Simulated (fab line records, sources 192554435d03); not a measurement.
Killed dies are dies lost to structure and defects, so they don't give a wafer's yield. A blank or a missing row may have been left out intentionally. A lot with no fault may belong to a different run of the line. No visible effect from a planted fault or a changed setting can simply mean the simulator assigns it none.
The tool behind it: which one? / flow n5_finfet / 10 lots with 30 wafers sampled at 2 steps, on a route of 1938 steps

WHAT THE GAUGES READ, wafer by wafer
N5_BEOL_M15_CD_MEAS_10 targets a cd of 360 nm.
lot=L786; measured=day 12 04:12; on=cd_sem-01; cd_nm (nm)=359.9 361.1 360.6
lot=L792; measured=day 13 07:39; on=cd_sem-01; cd_nm (nm)=363.9 361.1 362.7
lot=L793; measured=day 13 22:11; on=cd_sem-03; cd_nm (nm)=359.7 360.3 360.0
lot=L794; measured=day 14 12:53; on=cd_sem-03; cd_nm (nm)=360.9 358.3 360.3
lot=L796; measured=day 15 05:46; on=cd_sem-02; cd_nm (nm)=361.9 362.4 360.1
lot=L801; measured=day 15 10:34; on=cd_sem-03; cd_nm (nm)=358.7 359.8 360.5
lot=L800; measured=day 15 18:33; on=cd_sem-03; cd_nm (nm)=359.0 361.3 360.6
lot=L802; measured=day 16 17:26; on=cd_sem-01; cd_nm (nm)=361.2 361.0 359.9
lot=L805; measured=day 17 20:44; on=cd_sem-01; cd_nm (nm)=358.6 359.1 357.7
lot=L808; measured=day 18 02:47; on=cd_sem-01; cd_nm (nm)=360.8 359.9 360.7

WHAT TOOL EACH LOT RAN ON (gives the tool, then ch and the chambers of the sampled wafers, and finally the start)
lot=L786; N5_BEOL_M14_DEP_53=pecvd-03 ch 0,1,2, day 12 03:30
lot=L792; N5_BEOL_M14_DEP_53=pecvd-01 ch 0,1,2, day 13 06:46
lot=L793; N5_BEOL_M14_DEP_53=pecvd-04 ch 0,1, day 13 21:23
lot=L794; N5_BEOL_M14_DEP_53=pecvd-01 ch 1,2, day 14 12:04
lot=L796; N5_BEOL_M14_DEP_53=pecvd-01 ch 0,2, day 15 04:58
lot=L801; N5_BEOL_M14_DEP_53=pecvd-01 ch 0,1,2, day 15 09:52
lot=L800; N5_BEOL_M14_DEP_53=pecvd-03 ch 0,1,2, day 15 17:44
lot=L802; N5_BEOL_M14_DEP_53=pecvd-04 ch 0,1,2, day 16 16:38
lot=L805; N5_BEOL_M14_DEP_53=pecvd-03 ch 0,1, day 17 19:55
lot=L808; N5_BEOL_M14_DEP_53=pecvd-01 ch 0,1, day 18 01:58
- N5_BEOL_M14_DEP_53: deposits SiCN from 3MS/NH3, target thk 50 nm, time 17.8 s.

THE ANSWER, worked out from the rows above alone
Rule: usual is defined by the lots themselves. The widest of any qualifying gaps counts: lots, ordered by their means at a reading, are off when they make up no more than a third of the lots, leave a main group of 4 or more, and stand apart from it by 3 or more times the standard deviation of that group's means. A main group is skipped when, at the precision printed for the reading in the tables above, its means are all equal. Also off: a lot with no number at a reading for which 4 or more lots have one. Any other lot the step has rows for is counted as sound.
No lot is off at any reading shown: from this, nothing can be told.

WHAT WAS PUT IN BY THE SIMULATOR
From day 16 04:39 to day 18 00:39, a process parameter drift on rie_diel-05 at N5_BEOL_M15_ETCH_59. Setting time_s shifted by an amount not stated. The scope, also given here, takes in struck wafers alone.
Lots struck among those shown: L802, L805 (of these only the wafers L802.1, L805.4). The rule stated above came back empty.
